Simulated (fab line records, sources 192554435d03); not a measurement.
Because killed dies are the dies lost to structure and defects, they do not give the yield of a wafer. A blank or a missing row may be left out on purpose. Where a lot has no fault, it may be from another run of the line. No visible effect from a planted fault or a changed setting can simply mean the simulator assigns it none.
Matching of chambers || flow n5_finfet || N5_GATE_CUT_PECVD_57 on pecvd-04: 3 sister chambers
The step deposits SiNx from SiH4/NH3/N2, target thk 21 nm. 6 wafers are shown with their chamber, then 7 later ones without.

== WAFERS WITH THEIR CHAMBER ==
{"wafer": "L522.3", "chamber": 2, "showerhead_plenum_p_Torr (Torr)": 5.18, "throttle_valve_pct (%)": 39.1}
{"wafer": "L528.6", "chamber": 2, "showerhead_plenum_p_Torr (Torr)": 5.19, "throttle_valve_pct (%)": 39.5}
{"wafer": "L529.3", "chamber": 0, "showerhead_plenum_p_Torr (Torr)": 5.05, "throttle_valve_pct (%)": 39.9}
{"wafer": "L529.6", "chamber": 0, "showerhead_plenum_p_Torr (Torr)": 5.05, "throttle_valve_pct (%)": 40.4}
{"wafer": "L535.3", "chamber": 1, "showerhead_plenum_p_Torr (Torr)": 5.22, "throttle_valve_pct (%)": 41.7}
{"wafer": "L535.4", "chamber": 1, "showerhead_plenum_p_Torr (Torr)": 5.23, "throttle_valve_pct (%)": 41.3}

== WAFERS WITH NO CHAMBER GIVEN ==
{"wafer": "L535.6", "showerhead_plenum_p_Torr (Torr)": 5.19, "throttle_valve_pct (%)": 39.4}
{"wafer": "L540.3", "showerhead_plenum_p_Torr (Torr)": 5.18, "throttle_valve_pct (%)": 40.1}
{"wafer": "L540.5", "showerhead_plenum_p_Torr (Torr)": 5.21, "throttle_valve_pct (%)": 41.4}
{"wafer": "L540.6", "showerhead_plenum_p_Torr (Torr)": 5.04, "throttle_valve_pct (%)": 40.0}
{"wafer": "L541.1", "showerhead_plenum_p_Torr (Torr)": 5.04, "throttle_valve_pct (%)": 40.2}
{"wafer": "L541.5", "showerhead_plenum_p_Torr (Torr)": 5.04, "throttle_valve_pct (%)": 40.1}
{"wafer": "L541.6", "showerhead_plenum_p_Torr (Torr)": 5.21, "throttle_valve_pct (%)": 41.4}

== WHICH CHAMBER EACH ONE RAN IN ==
{"wafer": "L535.6", "from the rows above": 2, "in truth": 2}
{"wafer": "L540.3", "from the rows above": 2, "in truth": 2}
{"wafer": "L540.5", "from the rows above": 1, "in truth": 1}
{"wafer": "L540.6", "from the rows above": 0, "in truth": 0}
{"wafer": "L541.1", "from the rows above": 0, "in truth": 0}
{"wafer": "L541.5", "from the rows above": 0, "in truth": 0}
{"wafer": "L541.6", "from the rows above": 1, "in truth": 1}
Placed correctly: 7 of 7. Number that these rows cannot place: 0. Placed wrongly: 0.
How it was worked out, from the rows above alone: a wafer's distance from a chamber is the root of the sum, over the readings, of the square of ((its reading less the chamber's mean) divided by the reading's scatter). The wafer belongs to the nearest chamber; if the next one is less than 2 further off, it can't be placed. Each chamber's mean is taken over the wafers shown for it. The scatter is the square root of a quotient: the sum, over the shown wafers, of each reading's squared deviation from its chamber's mean, divided by wafers minus chambers.
